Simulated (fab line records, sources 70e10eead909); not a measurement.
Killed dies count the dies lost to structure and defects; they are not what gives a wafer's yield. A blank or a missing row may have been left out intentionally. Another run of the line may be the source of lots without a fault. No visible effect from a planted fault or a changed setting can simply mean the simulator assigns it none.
Which of the tools did it? | flow nandHarc | Sampling: 7 lots, 21 wafers, 3 of 1302 route steps

WHAT THE GAUGES SHOWED, per wafer
NHARC_A_ONON_D1_THK_MEAS_18: measures by ellipsometry.
lot  | measured     | on           | thkNm (nm)
L458 | day 8 18:50  | filmMetro-02 | 1007 1008 1008
L459 | day 10 13:02 | filmMetro-02 | 1002 1001 1002
L462 | day 10 13:23 | filmMetro-01 | 985 986 985
L465 | day 11 21:17 | filmMetro-01 | 1004 1003 1005
L467 | day 12 13:26 | filmMetro-02 | 983 986 985
L473 | day 15 01:25 | filmMetro-01 | 1014 613 1012
L476 | day 16 10:26 | filmMetro-02 | 999 599 600

WHICH TOOL RAN EACH LOT (tool, then ch and the chambers of the sampled wafers, then the start)
lot  | NHARC_P_BONDPAD_ACTIVATE_29       | NHARC_A_ONON_D1_DEP_16
L458 | rieDiel-08 ch 0,1,3, day 7 08:40  | pecvdOnon-01 ch 0, day 8 18:19
L459 | rieDiel-08 ch 1,2,3, day 8 12:04  | pecvdOnon-04 ch 0, day 10 12:35
L462 | rieDiel-08 ch 1,2,3, day 9 04:26  | pecvdOnon-04 ch 0, day 10 12:53
L465 | rieDiel-05 ch 0,2,3, day 10 07:36 | pecvdOnon-04 ch 0, day 11 20:50
L467 | rieDiel-05 ch 1,2,3, day 11 06:50 | pecvdOnon-02 ch 0, day 12 12:56
L473 | rieDiel-08 ch 0,2,3, day 13 17:35 | pecvdOnon-01 ch 0, day 15 00:58
L476 | rieDiel-05 ch 1,2,3, day 15 00:44 | pecvdOnon-01 ch 0, day 16 09:59
- NHARC_P_BONDPAD_ACTIVATE_29: chemistry N2, time 60 s.
- NHARC_A_ONON_D1_DEP_16: target thk 1000 nm.

THE ANSWER, worked out from the rows above alone
Rule: the usual values come from the lots themselves. The widest of any qualifying gaps counts: lots, ordered by their means at a reading, are off when they make up no more than a third of the lots, leave a main group of 4 or more, and stand apart from it by 3 or more times the standard deviation of that group's means. Not used: any main group whose means are identical at the precision the tables above print for the reading. Also off: a lot with no number at a reading for which 4 or more lots have one. The other lots that the step has rows for count as sound.
Off, at NHARC_A_ONON_D1_THK_MEAS_18 on thkNm: L473, L476. The main group has a mean of 997 nm with a standard deviation of 9.7.
If a tool, at a process step before that reading, ran all the lots that are off and no sound lot after the first of them, it fits. Gauges at NHARC_A_ONON_D1_THK_MEAS_18: tried the same way as those tools. One fits: NHARC_A_ONON_D1_DEP_16 on pecvdOnon-01. A fault onset in the window from L458 (day 8 18:19, its last sound lot) to L473 (day 15 00:58, its first lot off) fits.

WHAT WAS PUT IN BY THE SIMULATOR
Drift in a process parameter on pecvdOnon-01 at NHARC_A_ONON_D1_DEP_16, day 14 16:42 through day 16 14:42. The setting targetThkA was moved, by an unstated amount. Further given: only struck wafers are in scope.
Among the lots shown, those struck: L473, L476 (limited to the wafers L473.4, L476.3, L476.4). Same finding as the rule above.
